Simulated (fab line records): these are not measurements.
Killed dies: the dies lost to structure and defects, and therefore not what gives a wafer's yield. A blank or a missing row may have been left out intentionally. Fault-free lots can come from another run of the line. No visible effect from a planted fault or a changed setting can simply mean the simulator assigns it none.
Matching of chambers    flow nand harc    4 sister chambers for NHARC_A_STAIRCASE_TRIM_187 on rie diel-11
The step chemistry O2, time 211.2 s. 8 wafers are shown with their chamber, then 11 later ones without.

## EACH WAFER AND ITS CHAMBER
wafer   chamber  showerhead plenum p Torr (Torr)  rf vpp V (V)
L078.6  3        3.75                             57.9
L088.6  1        3.39                             57.5
L092.1  1        3.38                             56.2
L092.6  2        3.70                             56.7
L091.2  2        3.70                             56.7
L091.3  3        3.72                             58.9
L091.6  0        3.79                             57.6
L093.2  0        3.79                             58.7

## WAFERS WITH NO CHAMBER GIVEN
wafer   showerhead plenum p Torr (Torr)  rf vpp V (V)
L093.3  3.38                             59.2
L093.4  3.69                             57.5
L096.1  3.78                             57.8
L096.3  3.69                             58.7
L096.4  3.72                             58.4
L097.1  3.37                             56.6
L097.3  3.71                             57.8
L097.4  3.78                             58.9
L097.2  3.69                             58.7
L097.5  3.37                             58.4
L097.6  3.69                             57.9

## WHICH CHAMBER EACH ONE RAN IN
wafer   from the rows above      in truth
L093.3  1                        1
L093.4  2                        2
L096.1  0                        0
L096.3  can't be placed: 2 or 3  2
L096.4  can't be placed: 3 or 2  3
L097.1  1                        1
L097.3  can't be placed: 2 or 3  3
L097.4  0                        0
L097.2  can't be placed: 2 or 3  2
L097.5  1                        1
L097.6  2                        2
Correctly placed: 7 of 11. Cannot be placed on the basis of these rows: 4; the candidates contain the true chamber in 4. 0 placed wrongly.
How it was worked out, from the rows above alone: a wafer's distance from a chamber is the root of the sum, over the readings, of the square of ((its reading less the chamber's mean) divided by the reading's scatter). The wafer belongs to the nearest chamber; if the next one is less than 2 further off, it can't be placed. Each chamber's mean is taken over the wafers shown for it. How the scatter is found: for the shown wafers, subtract from each reading the mean of its chamber, square and add these, divide the total by (wafers less chambers), then take the root.
